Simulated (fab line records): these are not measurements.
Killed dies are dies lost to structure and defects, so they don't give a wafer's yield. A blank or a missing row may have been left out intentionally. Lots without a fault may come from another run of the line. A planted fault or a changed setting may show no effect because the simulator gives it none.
fab line records | flow n5_finfet
record: lots: 24 | wafers: 72 | last_day: 19
route steps=1938 shown BEOL_M7@1327 BEOL_M8@1333 BEOL_M9@1415
lots with no fault: from the same line, run without faults
start_h: start of the lot's first displayed wafer, in hours after the record's first day | wait_h: time in hours since the lot's previous step | " as in the row above | L1.1+2: a row that stands for several wafers | - either no value or no given start | * or withheld: withheld | < > ~ a bound
route shown NAME@n: a module of which the file shows steps, and the number in the route of the first | usual: the fault-free wafers' mean and standard deviation | same: alike in all rows | chamber/n: place in a boat | sites: per-site readings | _std_site: the values' standard deviation | _edge_site: mean of outer sites minus mean of inner sites | radius_mm: how far each site lies from the wafer's centre | mask NAME#n: copy n | behind: the last tool/chamber to shape the wafer | hold: cause of the lot's hold/its duration in hours/its outcome | device: whichever transistor did not switch (one of n, p or np) | end of line: the route-end tests of the same wafers | a step given without rows: its recipe and nothing more | killed: at the first sort, the dies lost to defects and structure; wafer yield is something else | map: the dies of a wafer, with x for killed, . for not killed, _ for no die there
set.NAME: the setting as run; set.NAME@STEP: as run at that earlier step | model.NAME: the simulator's own value behind a step, which no gauge read
the route's steps for a sample of lots (tables are steps, rows are wafers)
services: from which hour (start_h, from the record's first day; less than 0 if before it) a tool's chamber was out of use, for how many hours, and why
== steps ==
step: N5_BEOL_M7_THK_MEAS_53
recipe: thk_meas_gauge: xrf | reads: Cu_of_BEOL_M7_ECD_50
usual: M7_THK: 79.4/2
lot.wafer | tool          | chamber | start_h | wait_h | M7_THK[nm]
L076.2    | film_metro-02 | -       | 232.31  | -      | 79.0
L076.3    | "             | -       | "       | "      | 79.3
L076.6    | "             | -       | "       | "      | 81.3
L074.1    | film_metro-02 | -       | 236.91  | -      | 80.0
L074.3    | "             | -       | "       | "      | 81.7
L074.5    | "             | -       | "       | "      | 80.7
L075.1    | film_metro-01 | -       | 239.59  | -      | 76.1
L075.4    | "             | -       | "       | "      | 81.5
L075.6    | "             | -       | "       | "      | 77.5
L077.2    | film_metro-02 | -       | 241.08  | -      | 79.3
L077.3    | "             | -       | "       | "      | 76.5
L077.4    | "             | -       | "       | "      | 82.0
L078.1    | film_metro-01 | -       | 261.91  | -      | 79.3
L078.3    | "             | -       | "       | "      | 78.1
L078.6    | "             | -       | "       | "      | 80.3
L080.1    | film_metro-01 | -       | 264.00  | -      | 79.9
L080.3    | "             | -       | "       | "      | 81.7
L080.4    | "             | -       | "       | "      | 78.6
L079.2    | film_metro-02 | -       | 264.87  | -      | 78.4
L079.3    | "             | -       | "       | "      | 79.3
L079.5    | "             | -       | "       | "      | 79.5
L081.1    | film_metro-01 | -       | 265.39  | -      | 80.9
L081.4    | "             | -       | "       | "      | 80.0
L081.6    | "             | -       | "       | "      | 76.5
L082.1    | film_metro-02 | -       | 274.29  | -      | 79.9
L082.3    | "             | -       | "       | "      | 77.0
L082.6    | "             | -       | "       | "      | 77.4
L083.1    | film_metro-02 | -       | 289.44  | -      | 81.5
L083.2    | "             | -       | "       | "      | 78.3
L083.3    | "             | -       | "       | "      | 77.9
L084.3    | film_metro-01 | -       | 294.36  | -      | 80.5
L084.4    | "             | -       | "       | "      | 79.4
L084.6    | "             | -       | "       | "      | 81.2
L086.1    | film_metro-02 | -       | 302.86  | -      | 77.3
L086.4    | "             | -       | "       | "      | 77.8
L086.5    | "             | -       | "       | "      | 75.7
L087.1    | film_metro-02 | -       | 304.22  | -      | 81.6
L087.4    | "             | -       | "       | "      | 81.7
L087.5    | "             | -       | "       | "      | 83.6
L085.3    | film_metro-01 | -       | 304.89  | -      | 74.0
L085.5    | "             | -       | "       | "      | 76.1
L085.6    | "             | -       | "       | "      | 77.6
L089.2    | film_metro-02 | -       | 334.07  | -      | 78.4
L089.3    | "             | -       | "       | "      | 76.8
L089.5    | "             | -       | "       | "      | 77.6
L091.1    | film_metro-01 | -       | 334.35  | -      | 78.1
L091.4    | "             | -       | "       | "      | 80.1
L091.6    | "             | -       | "       | "      | 81.1
L090.1    | film_metro-01 | -       | 336.34  | -      | 80.1
L090.3    | "             | -       | "       | "      | 77.9
L090.6    | "             | -       | "       | "      | 77.4
L088.3    | film_metro-02 | -       | 338.12  | -      | 80.8
L088.5    | "             | -       | "       | "      | 79.4
L088.6    | "             | -       | "       | "      | 80.2
L092.2    | film_metro-02 | -       | 341.46  | -      | 82.2
L092.3    | "             | -       | "       | "      | 77.0
L092.6    | "             | -       | "       | "      | 80.4
L094.3    | film_metro-02 | -       | 347.07  | -      | 82.4
L094.5    | "             | -       | "       | "      | 82.6
L094.6    | "             | -       | "       | "      | 78.9
L093.1    | film_metro-01 | -       | 348.36  | -      | 81.2
L093.3    | "             | -       | "       | "      | 77.7
L093.5    | "             | -       | "       | "      | 80.5
L095.2    | film_metro-02 | -       | 364.00  | -      | 79.5
L095.4    | "             | -       | "       | "      | 76.9
L095.5    | "             | -       | "       | "      | 77.8
L096.3    | film_metro-02 | -       | 368.69  | -      | 79.7
L096.4    | "             | -       | "       | "      | 80.7
L096.5    | "             | -       | "       | "      | 82.4
L097.1    | film_metro-01 | -       | 370.64  | -      | 78.8
L097.3    | "             | -       | "       | "      | 79.3
L097.4    | "             | -       | "       | "      | 75.9
step: N5_BEOL_M7_INSPECT_58
recipe: inspect_instrument: darkfield | mode: post_dep
usual: raw_defect_count: 71/23
lot.wafer | tool              | chamber | start_h | wait_h | raw_defect_count
L076.2    | defect_inspect-01 | -       | 232.47  | 0.0    | 33
L076.3    | "                 | -       | "       | "      | 38
L076.6    | "                 | -       | "       | "      | 34
L074.1    | defect_inspect-02 | -       | 237.06  | 0.0    | 96
L074.3    | "                 | -       | "       | "      | 50
L074.5    | "                 | -       | "       | "      | 96
L075.1    | defect_inspect-02 | -       | 239.75  | 0.0    | 55
L075.4    | "                 | -       | "       | "      | 64
L075.6    | "                 | -       | "       | "      | 77
L077.2    | defect_inspect-02 | -       | 241.23  | 0.0    | 64
L077.3    | "                 | -       | "       | "      | 73
L077.4    | "                 | -       | "       | "      | 61
L078.1    | defect_inspect-02 | -       | 262.06  | 0.0    | 123
L078.3    | "                 | -       | "       | "      | 93
L078.6    | "                 | -       | "       | "      | 102
L080.1    | defect_inspect-02 | -       | 264.19  | 0.0    | 68
L080.3    | "                 | -       | "       | "      | 91
L080.4    | "                 | -       | "       | "      | 58
L079.2    | defect_inspect-01 | -       | 265.03  | 0.0    | 56
L079.3    | "                 | -       | "       | "      | 79
L079.5    | "                 | -       | "       | "      | 57
L081.1    | defect_inspect-02 | -       | 265.55  | 0.0    | 69
L081.4    | "                 | -       | "       | "      | 76
L081.6    | "                 | -       | "       | "      | 81
L082.1    | defect_inspect-01 | -       | 274.45  | 0.0    | 117
L082.3    | "                 | -       | "       | "      | 87
L082.6    | "                 | -       | "       | "      | 73
L083.1    | defect_inspect-02 | -       | 289.60  | 0.0    | 57
L083.2    | "                 | -       | "       | "      | 45
L083.3    | "                 | -       | "       | "      | 68
L084.3    | defect_inspect-01 | -       | 294.52  | 0.0    | 53
L084.4    | "                 | -       | "       | "      | 41
L084.6    | "                 | -       | "       | "      | 56
L086.1    | defect_inspect-02 | -       | 303.01  | 0.0    | 59
L086.4    | "                 | -       | "       | "      | 99
L086.5    | "                 | -       | "       | "      | 77
L087.1    | defect_inspect-01 | -       | 304.37  | 0.0    | 53
L087.4    | "                 | -       | "       | "      | 72
L087.5    | "                 | -       | "       | "      | 71
L085.3    | defect_inspect-01 | -       | 305.05  | 0.0    | 94
L085.5    | "                 | -       | "       | "      | 48
L085.6    | "                 | -       | "       | "      | 40
L089.2    | defect_inspect-01 | -       | 334.22  | 0.0    | 63
L089.3    | "                 | -       | "       | "      | 68
L089.5    | "                 | -       | "       | "      | 40
L091.1    | defect_inspect-01 | -       | 334.51  | 0.0    | 70
L091.4    | "                 | -       | "       | "      | 106
L091.6    | "                 | -       | "       | "      | 71
L090.1    | defect_inspect-01 | -       | 336.50  | 0.0    | 41
L090.3    | "                 | -       | "       | "      | 66
L090.6    | "                 | -       | "       | "      | 76
L088.3    | defect_inspect-02 | -       | 338.28  | 0.0    | 75
L088.5    | "                 | -       | "       | "      | 129
L088.6    | "                 | -       | "       | "      | 114
L092.2    | defect_inspect-02 | -       | 341.65  | 0.0    | 60
L092.3    | "                 | -       | "       | "      | 58
L092.6    | "                 | -       | "       | "      | 74
L094.3    | defect_inspect-01 | -       | 347.23  | 0.0    | 70
L094.5    | "                 | -       | "       | "      | 58
L094.6    | "                 | -       | "       | "      | 73
L093.1    | defect_inspect-01 | -       | 348.51  | 0.0    | 47
L093.3    | "                 | -       | "       | "      | 50
L093.5    | "                 | -       | "       | "      | 56
L095.2    | defect_inspect-01 | -       | 364.15  | 0.0    | 41
L095.4    | "                 | -       | "       | "      | 76
L095.5    | "                 | -       | "       | "      | 42
L096.3    | defect_inspect-01 | -       | 368.85  | 0.0    | 73
L096.4    | "                 | -       | "       | "      | 79
L096.5    | "                 | -       | "       | "      | 61
L097.1    | defect_inspect-02 | -       | 370.83  | 0.0    | 56
L097.3    | "                 | -       | "       | "      | 74
L097.4    | "                 | -       | "       | "      | 68
step: N5_BEOL_M8_CURE_74
recipe: temp_c: 385 | time_s: 240 | ambient: He/Ar | material: SiCOH_lowk
usual: lamp_power_pct: 52.31/0.058 | wafer_temp_C_max: 387.1/0.63
lot.wafer | tool       | chamber | start_h | wait_h | lamp_power_pct | wafer_temp_C_max
L076.2    | uv_cure-03 | 2       | 232.65  | 0.1    | 52.25          | 387.6
L076.3    | "          | 2       | "       | "      | 52.33          | 387.2
L076.6    | "          | 2       | "       | "      | 52.39          | 387.7
L074.1    | uv_cure-01 | 1       | 237.16  | 0.0    | 52.31          | 387.1
L074.3    | "          | 1       | "       | "      | 52.29          | 386.8
L074.5    | "          | 1       | "       | "      | 52.34          | 387.1
L075.1    | uv_cure-02 | 1       | 239.85  | 0.0    | 52.39          | 387.2
L075.4    | "          | 1       | "       | "      | 52.26          | 387.3
L075.6    | "          | 1       | "       | "      | 52.26          | 387.2
L077.2    | uv_cure-01 | 1       | 241.78  | 0.5    | 52.25          | 387.1
L077.3    | "          | 1       | "       | "      | 52.36          | 386.8
L077.4    | "          | 1       | "       | "      | 52.23          | 386.7
L078.1    | uv_cure-03 | 2       | 262.16  | 0.0    | 52.22          | 387.2
L078.3    | "          | 2       | "       | "      | 52.34          | 387.1
L078.6    | "          | 2       | "       | "      | 52.24          | 388.3
L080.1    | uv_cure-02 | 0       | 264.29  | 0.0    | 52.36          | 387.6
L080.3    | "          | 0       | "       | "      | 52.37          | 387.4
L080.4    | "          | 0       | "       | "      | 52.44          | 387.4
L079.2    | uv_cure-03 | 1       | 265.21  | 0.1    | 52.35          | 386.6
L079.3    | "          | 1       | "       | "      | 52.27          | 387.6
L079.5    | "          | 1       | "       | "      | 52.38          | 386.6
L081.1    | uv_cure-02 | 2       | 265.65  | 0.0    | 52.31          | 387.5
L081.4    | "          | 2       | "       | "      | 52.36          | 386.9
L081.6    | "          | 2       | "       | "      | 52.39          | 386.9
L082.1    | uv_cure-02 | 0       | 274.85  | 0.3    | 52.34          | 386.7
L082.3    | "          | 0       | "       | "      | 52.33          | 387.7
L082.6    | "          | 0       | "       | "      | 52.20          | 387.4
L083.1    | uv_cure-03 | 0       | 289.70  | 0.0    | 52.31          | 385.8
L083.2    | "          | 0       | "       | "      | 52.30          | 385.7
L083.3    | "          | 0       | "       | "      | 52.46          | 385.5
L084.3    | uv_cure-02 | 1       | 294.78  | 0.2    | 52.34          | 387.5
L084.4    | "          | 1       | "       | "      | 52.34          | 387.1
L084.6    | "          | 1       | "       | "      | 52.38          | 387.6
L086.1    | uv_cure-02 | 0       | 303.12  | 0.0    | 52.30          | 387.2
L086.4    | "          | 0       | "       | "      | 52.34          | 388.7
L086.5    | "          | 0       | "       | "      | 52.30          | 387.6
L087.1    | uv_cure-01 | 2       | 304.48  | 0.0    | 52.37          | 385.7
L087.4    | "          | 2       | "       | "      | 52.29          | 386.1
L087.5    | "          | 2       | "       | "      | 52.28          | 386.4
L085.3    | uv_cure-02 | 0       | 305.60  | 0.5    | 52.29          | 386.3
L085.5    | "          | 0       | "       | "      | 52.21          | 386.9
L085.6    | "          | 0       | "       | "      | 52.28          | 386.9
L089.2    | uv_cure-03 | 0       | 334.40  | 0.1    | 52.34          | 385.9
L089.3    | "          | 0       | "       | "      | 52.29          | 385.6
L089.5    | "          | 0       | "       | "      | 52.28          | 386.2
L091.1    | uv_cure-02 | 0       | 334.61  | 0.0    | 52.36          | 387.5
L091.4    | "          | 0       | "       | "      | 52.30          | 387.3
L091.6    | "          | 0       | "       | "      | 52.20          | 388.8
L090.1    | uv_cure-03 | 1       | 336.60  | 0.0    | 52.18          | 386.5
L090.3    | "          | 1       | "       | "      | 52.31          | 387.3
L090.6    | "          | 1       | "       | "      | 52.32          | 386.6
L088.3    | uv_cure-02 | 0       | 338.54  | 0.2    | 52.36          | 387.1
L088.5    | "          | 0       | "       | "      | 52.35          | 386.9
L088.6    | "          | 0       | "       | "      | 52.42          | 387.4
L092.2    | uv_cure-03 | 2       | 341.83  | 0.1    | 52.28          | 386.8
L092.3    | "          | 2       | "       | "      | 52.36          | 387.5
L092.6    | "          | 2       | "       | "      | 52.31          | 386.6
L094.3    | uv_cure-03 | 2       | 347.49  | 0.2    | 52.22          | 387.3
L094.5    | "          | 2       | "       | "      | 52.25          | 387.3
L094.6    | "          | 2       | "       | "      | 52.27          | 387.6
L093.1    | uv_cure-02 | 0       | 348.62  | 0.0    | 52.28          | 387.6
L093.3    | "          | 0       | "       | "      | 52.21          | 387.1
L093.5    | "          | 0       | "       | "      | 52.33          | 387.2
L095.2    | uv_cure-02 | 0       | 364.33  | 0.1    | 52.27          | 387.0
L095.4    | "          | 0       | "       | "      | 52.31          | 387.5
L095.5    | "          | 0       | "       | "      | 52.27          | 387.6
L096.3    | uv_cure-03 | 2       | 369.13  | 0.2    | 52.36          | 387.2
L096.4    | "          | 2       | "       | "      | 52.29          | 387.2
L096.5    | "          | 2       | "       | "      | 52.36          | 386.5
L097.1    | uv_cure-02 | 0       | 370.93  | 0.0    | 52.31          | 386.9
L097.3    | "          | 0       | "       | "      | 52.30          | 386.9
L097.4    | "          | 0       | "       | "      | 52.31          | 388.3
step: N5_BEOL_M8_PECVD_70
recipe: material: SiO2 | target_thk_a: 200 | temp_c: 400 | precursor: TEOS/O2 | pressure_torr: 5.5 | rf_w: 450 | teos_flow_sccm: 53.8 | gas: O2 | flow_sccm: 3000 | time_s: 22.7
usual: heater_power_w: 746/120 | showerhead_plenum_p_Torr: 8.82/0.069 | throttle_valve_pct: 22.4/1.9
lot.wafer | tool     | chamber | start_h | wait_h | heater_power_w | showerhead_plenum_p_Torr | throttle_valve_pct
L076.2    | pecvd-01 | 0       | 233.12  | 0.0    | 795            | 8.89                     | 21.1
L076.3    | "        | 1       | "       | "      | 649            | 8.88                     | 22.7
L076.6    | "        | 1       | "       | "      | 633            | 8.88                     | 22.6
L074.1    | pecvd-01 | 2       | 237.71  | 0.0    | 1038           | 8.76                     | 21.5
L074.3    | "        | 1       | "       | "      | 570            | 8.87                     | 22.4
L074.5    | "        | 1       | "       | "      | 573            | 8.87                     | 22.5
L075.1    | pecvd-04 | 2       | 240.88  | 0.0    | 600            | 8.83                     | 21.1
L075.4    | "        | 0       | "       | "      | 730            | 8.78                     | 21.1
L075.6    | "        | 2       | "       | "      | 624            | 8.86                     | 21.4
L077.2    | pecvd-01 | 1       | 242.25  | 0.0    | 643            | 8.88                     | 22.5
L077.3    | "        | 2       | "       | "      | 924            | 8.75                     | 21.5
L077.4    | "        | 2       | "       | "      | 934            | 8.75                     | 21.6
L078.1    | pecvd-03 | 0       | 262.71  | 0.0    | 846            | 8.75                     | 27.2
L078.3    | "        | 1       | "       | "      | 803            | 8.92                     | 23.4
L078.6    | "        | 1       | "       | "      | 819            | 8.88                     | 23.4
L080.1    | pecvd-04 | 2       | 264.84  | 0.0    | 619            | 8.87                     | 21.3
L080.3    | "        | 1       | "       | "      | 647            | 8.72                     | 24.1
L080.4    | "        | 1       | "       | "      | 662            | 8.69                     | 24.0
L079.2    | pecvd-04 | 0       | 265.68  | 0.0    | 761            | 8.79                     | 21.2
L079.3    | "        | 2       | "       | "      | 652            | 8.85                     | 21.2
L079.5    | "        | 2       | "       | "      | 652            | 8.84                     | 21.4
L081.1    | pecvd-04 | 0       | 266.20  | 0.0    | 758            | 8.78                     | 21.1
L081.4    | "        | 2       | "       | "      | 657            | 8.85                     | 21.3
L081.6    | "        | 1       | "       | "      | 578            | 8.73                     | 23.8
L082.1    | pecvd-03 | 2       | 275.40  | 0.0    | 927            | 8.88                     | 20.3
L082.3    | "        | 0       | "       | "      | 748            | 8.73                     | 27.2
L082.6    | "        | 0       | "       | "      | 726            | 8.73                     | 27.0
L083.1    | pecvd-04 | 1       | 290.73  | 0.0    | 660            | 8.73                     | 23.9
L083.2    | "        | 2       | "       | "      | 723            | 8.85                     | 21.3
L083.3    | "        | 0       | "       | "      | 763            | 8.77                     | 21.1
L084.3    | pecvd-04 | 0       | 295.17  | 0.0    | 755            | 8.77                     | 21.0
L084.4    | "        | 0       | "       | "      | 779            | 8.77                     | 21.2
L084.6    | "        | 1       | "       | "      | 565            | 8.73                     | 23.9
L086.1    | pecvd-03 | 1       | 303.67  | 0.0    | 831            | 8.94                     | 23.7
L086.4    | "        | 1       | "       | "      | 842            | 8.92                     | 23.5
L086.5    | "        | 2       | "       | "      | 842            | 8.86                     | 20.1
L087.1    | pecvd-01 | 2       | 305.51  | 0.0    | 990            | 8.75                     | 21.5
L087.4    | "        | 1       | "       | "      | 652            | 8.89                     | 22.8
L087.5    | "        | 0       | "       | "      | 743            | 8.89                     | 21.1
L085.3    | pecvd-01 | 1       | 305.99  | 0.0    | 539            | 8.87                     | 22.5
L085.5    | "        | 0       | "       | "      | 786            | 8.86                     | 21.2
L085.6    | "        | 2       | "       | "      | 909            | 8.77                     | 21.4
L089.2    | pecvd-01 | 1       | 334.87  | 0.0    | 591            | 8.85                     | 22.7
L089.3    | "        | 2       | "       | "      | 931            | 8.77                     | 21.3
L089.5    | "        | 2       | "       | "      | 915            | 8.74                     | 21.4
L091.1    | pecvd-04 | 2       | 335.16  | 0.0    | 626            | 8.88                     | 21.4
L091.4    | "        | 1       | "       | "      | 674            | 8.71                     | 23.9
L091.6    | "        | 0       | "       | "      | 731            | 8.78                     | 21.2
L090.1    | pecvd-01 | 0       | 337.15  | 0.0    | 800            | 8.90                     | 21.5
L090.3    | "        | 1       | "       | "      | 635            | 8.89                     | 22.5
L090.6    | "        | 2       | "       | "      | 938            | 8.77                     | 21.4
L088.3    | pecvd-04 | 2       | 338.93  | 0.0    | 628            | 8.87                     | 21.5
L088.5    | "        | 2       | "       | "      | 638            | 8.88                     | 21.3
L088.6    | "        | 1       | "       | "      | 551            | 8.71                     | 24.1
L092.2    | pecvd-04 | 1       | 342.30  | 0.0    | 667            | 8.73                     | 24.0
L092.3    | "        | 2       | "       | "      | 611            | 8.86                     | 21.3
L092.6    | "        | 1       | "       | "      | 686            | 8.72                     | 24.4
L094.3    | pecvd-03 | 2       | 347.88  | 0.0    | 791            | 8.87                     | 20.4
L094.5    | "        | 1       | "       | "      | 704            | 8.91                     | 23.6
L094.6    | "        | 0       | "       | "      | 739            | 8.76                     | 27.2
L093.1    | pecvd-03 | 2       | 349.17  | 0.0    | 922            | 8.90                     | 20.5
L093.3    | "        | 0       | "       | "      | 839            | 8.75                     | 27.1
L093.5    | "        | 0       | "       | "      | 817            | 8.75                     | 27.0
L095.2    | pecvd-03 | 0       | 364.80  | 0.0    | 823            | 8.75                     | 27.2
L095.4    | "        | 0       | "       | "      | 827            | 8.74                     | 27.4
L095.5    | "        | 2       | "       | "      | 931            | 8.89                     | 20.4
L096.3    | pecvd-04 | 1       | 369.54  | 0.1    | 584            | 8.70                     | 24.3
L096.4    | "        | 0       | "       | "      | 710            | 8.78                     | 21.5
L096.5    | "        | 0       | "       | "      | 695            | 8.80                     | 21.3
L097.1    | pecvd-01 | 1       | 371.49  | 0.0    | 661            | 8.87                     | 22.7
L097.3    | "        | 1       | "       | "      | 625            | 8.87                     | 22.6
L097.4    | "        | 2       | "       | "      | 1042           | 8.77                     | 21.7
step: N5_BEOL_M8_DEGAS_44
recipe: ambient: vacuum | temp_c: 250 | time_s: 60
usual: heater_power_w: 339/22
lot.wafer | tool           | chamber | start_h | wait_h | heater_power_w
L076.2    | pvd_sputter-01 | -       | 238.91  | 0.3    | 315
L076.3    | "              | -       | "       | "      | 342
L076.6    | "              | -       | "       | "      | 326
L074.1    | pvd_sputter-03 | -       | 241.23  | 0.4    | 363
L074.3    | "              | -       | "       | "      | 371
L074.5    | "              | -       | "       | "      | 320
L075.1    | pvd_sputter-03 | -       | 247.38  | 0.7    | 376
L075.4    | "              | -       | "       | "      | 316
L075.6    | "              | -       | "       | "      | 365
L077.2    | pvd_sputter-03 | -       | 248.98  | 0.5    | 323
L077.3    | "              | -       | "       | "      | 325
L077.4    | "              | -       | "       | "      | 368
L078.1    | pvd_sputter-01 | -       | 267.35  | 0.4    | 343
L078.3    | "              | -       | "       | "      | 339
L078.6    | "              | -       | "       | "      | 333
L079.2    | pvd_sputter-01 | -       | 272.31  | 0.9    | 330
L079.3    | "              | -       | "       | "      | 338
L079.5    | "              | -       | "       | "      | 345
L080.1    | pvd_sputter-01 | -       | 272.47  | 0.4    | 339
L080.3    | "              | -       | "       | "      | 331
L080.4    | "              | -       | "       | "      | 320
L081.1    | pvd_sputter-03 | -       | 273.02  | 0.8    | 319
L081.4    | "              | -       | "       | "      | 316
L081.6    | "              | -       | "       | "      | 319
L082.1    | pvd_sputter-02 | -       | 279.51  | 0.4    | 335
L082.3    | "              | -       | "       | "      | 384
L082.6    | "              | -       | "       | "      | 306
L083.1    | pvd_sputter-03 | -       | 296.52  | 0.5    | 377
L083.2    | "              | -       | "       | "      | 368
L083.3    | "              | -       | "       | "      | 323
L084.3    | pvd_sputter-03 | -       | 299.45  | 0.4    | 327
L084.4    | "              | -       | "       | "      | 382
L084.6    | "              | -       | "       | "      | 319
L086.1    | pvd_sputter-01 | -       | 312.69  | 0.7    | 323
L086.4    | "              | -       | "       | "      | 332
L086.5    | "              | -       | "       | "      | 322
L085.3    | pvd_sputter-01 | -       | 312.85  | 0.2    | 345
L085.5    | "              | -       | "       | "      | 339
L085.6    | "              | -       | "       | "      | 331
L087.1    | pvd_sputter-02 | -       | 313.62  | 0.8    | 332
L087.4    | "              | -       | "       | "      | 378
L087.5    | "              | -       | "       | "      | 370
L091.1    | pvd_sputter-03 | -       | 340.68  | 0.3    | 318
L091.4    | "              | -       | "       | "      | 365
L091.6    | "              | -       | "       | "      | 361
L089.2    | pvd_sputter-03 | -       | 341.11  | 0.3    | 369
L089.3    | "              | -       | "       | "      | 367
L089.5    | "              | -       | "       | "      | 369
L090.1    | pvd_sputter-03 | -       | 341.19  | 0.3    | 374
L090.3    | "              | -       | "       | "      | 314
L090.6    | "              | -       | "       | "      | 366
L088.3    | pvd_sputter-03 | -       | 343.87  | 0.7    | 378
L088.5    | "              | -       | "       | "      | 326
L088.6    | "              | -       | "       | "      | 376
L092.2    | pvd_sputter-01 | -       | 346.33  | 0.4    | 335
L092.3    | "              | -       | "       | "      | 330
L092.6    | "              | -       | "       | "      | 341
L094.3    | pvd_sputter-02 | -       | 356.40  | 0.2    | 324
L094.5    | "              | -       | "       | "      | 381
L094.6    | "              | -       | "       | "      | 305
L093.1    | pvd_sputter-01 | -       | 357.03  | 0.7    | 350
L093.3    | "              | -       | "       | "      | 337
L093.5    | "              | -       | "       | "      | 335
L095.2    | pvd_sputter-01 | -       | 369.89  | 1.3    | 348
L095.4    | "              | -       | "       | "      | 325
L095.5    | "              | -       | "       | "      | 344
L096.3    | pvd_sputter-01 | -       | 374.49  | 1.6    | 335
L096.4    | "              | -       | "       | "      | 322
L096.5    | "              | -       | "       | "      | 321
L097.1    | pvd_sputter-02 | -       | 375.54  | 0.4    | 329
L097.3    | "              | -       | "       | "      | 340
L097.4    | "              | -       | "       | "      | 378
step: N5_BEOL_M9_OVL_MEAS_12
recipe: points_per_wafer: 44
usual: M9_OVL: -1.0/0.71
lot.wafer | tool       | chamber | start_h | wait_h | M9_OVL[nm]
L076.2    | overlay-02 | 0       | 246.41  | 0.0    | -0.1
L076.3    | "          | 0       | "       | "      | -1.4
L076.6    | "          | 0       | "       | "      | -0.7
L074.1    | overlay-01 | 0       | 247.16  | 0.0    | -1.7
L074.3    | "          | 0       | "       | "      | -2.6
L074.5    | "          | 0       | "       | "      | -2.4
L075.1    | overlay-02 | 0       | 252.11  | 0.0    | -1.5
L075.4    | "          | 0       | "       | "      | -1.2
L075.6    | "          | 0       | "       | "      | -1.4
L077.2    | overlay-02 | 0       | 252.92  | 0.0    | -1.1
L077.3    | "          | 0       | "       | "      | -1.6
L077.4    | "          | 0       | "       | "      | -1.2
L078.1    | overlay-01 | 0       | 271.31  | 0.0    | -2.0
L078.3    | "          | 0       | "       | "      | -1.0
L078.6    | "          | 0       | "       | "      | 0.8
L079.2    | overlay-02 | 0       | 276.32  | 0.0    | -0.5
L079.3    | "          | 0       | "       | "      | 0.0
L079.5    | "          | 0       | "       | "      | -1.2
L080.1    | overlay-02 | 0       | 276.62  | 0.0    | -1.4
L080.3    | "          | 0       | "       | "      | -0.9
L080.4    | "          | 0       | "       | "      | -0.8
L081.1    | overlay-01 | 0       | 277.16  | 0.0    | -0.5
L081.4    | "          | 0       | "       | "      | -1.5
L081.6    | "          | 0       | "       | "      | -0.2
L082.1    | overlay-01 | 0       | 283.57  | 0.0    | -1.3
L082.3    | "          | 0       | "       | "      | -0.8
L082.6    | "          | 0       | "       | "      | -1.8
L083.1    | overlay-01 | 0       | 302.80  | 0.0    | -0.7
L083.2    | "          | 0       | "       | "      | -0.5
L083.3    | "          | 0       | "       | "      | -1.6
L084.3    | overlay-02 | 0       | 305.96  | 0.0    | -1.5
L084.4    | "          | 0       | "       | "      | -1.2
L084.6    | "          | 0       | "       | "      | -2.6
L086.1    | overlay-02 | 0       | 317.99  | 0.0    | -0.8
L086.4    | "          | 0       | "       | "      | -1.2
L086.5    | "          | 0       | "       | "      | -1.9
L085.3    | overlay-02 | 0       | 318.20  | 0.0    | -0.9
L085.5    | "          | 0       | "       | "      | -0.9
L085.6    | "          | 0       | "       | "      | -1.0
L087.1    | overlay-01 | 0       | 318.24  | 0.0    | -1.0
L087.4    | "          | 0       | "       | "      | -1.2
L087.5    | "          | 0       | "       | "      | -1.1
L091.1    | overlay-02 | 0       | 346.03  | 0.0    | -0.6
L091.4    | "          | 0       | "       | "      | -2.3
L091.6    | "          | 0       | "       | "      | -1.4
L089.2    | overlay-01 | 0       | 346.27  | 0.0    | -1.0
L089.3    | "          | 0       | "       | "      | -1.4
L089.5    | "          | 0       | "       | "      | -1.1
L090.1    | overlay-02 | 0       | 346.42  | 0.0    | -1.7
L090.3    | "          | 0       | "       | "      | -1.7
L090.6    | "          | 0       | "       | "      | -0.5
L088.3    | overlay-02 | 0       | 351.28  | 0.0    | -1.8
L088.5    | "          | 0       | "       | "      | -1.6
L088.6    | "          | 0       | "       | "      | -1.3
L092.2    | overlay-02 | 0       | 351.78  | 0.0    | -1.2
L092.3    | "          | 0       | "       | "      | -0.6
L092.6    | "          | 0       | "       | "      | -1.1
L094.3    | overlay-01 | 0       | 361.19  | 0.0    | 0.4
L094.5    | "          | 0       | "       | "      | -0.7
L094.6    | "          | 0       | "       | "      | 0.0
L093.1    | overlay-01 | 0       | 361.55  | 0.0    | -0.3
L093.3    | "          | 0       | "       | "      | -0.4
L093.5    | "          | 0       | "       | "      | -1.0
L095.2    | overlay-01 | 0       | 372.84  | 0.0    | 0.3
L095.4    | "          | 0       | "       | "      | -0.3
L095.5    | "          | 0       | "       | "      | 0.8
L096.3    | overlay-01 | 0       | 380.18  | 0.0    | -1.4
L096.4    | "          | 0       | "       | "      | -0.6
L096.5    | "          | 0       | "       | "      | -1.8
L097.1    | overlay-02 | 0       | 380.22  | 0.0    | -1.3
L097.3    | "          | 0       | "       | "      | -1.9
L097.4    | "          | 0       | "       | "      | -1.8
== services ==
tool       | chamber | start_h | hours | kind
pecvd-01   | 2       | 217.49  | 2.1   | scheduled_down
pecvd-04   | -       | 224.36  | 1.5   | repair
pecvd-03   | 0       | 225.67  | 2.2   | repair
uv_cure-01 | -       | 259.51  | 2.1   | pm
pecvd-03   | 1       | 263.70  | 5.5   | scheduled_down
uv_cure-03 | -       | 272.28  | 3.4   | pm
uv_cure-02 | -       | 286.38  | 1.0   | pm
uv_cure-03 | -       | 304.09  | 6.0   | pm
pecvd-04   | -       | 305.66  | 14.0  | repair
uv_cure-03 | -       | 311.70  | 3.2   | repair
pecvd-01   | 1       | 331.69  | -     | calibration
pecvd-01   | 0       | 340.13  | 6.7   | repair
pecvd-04   | 0       | 359.54  | 2.1   | scheduled_down
pecvd-03   | -       | 366.32  | 6.0   | pm
pecvd-04   | 2       | 368.09  | 2.1   | scheduled_down
pecvd-01   | 0       | 369.92  | 5.3   | repair
== key ==
fault none
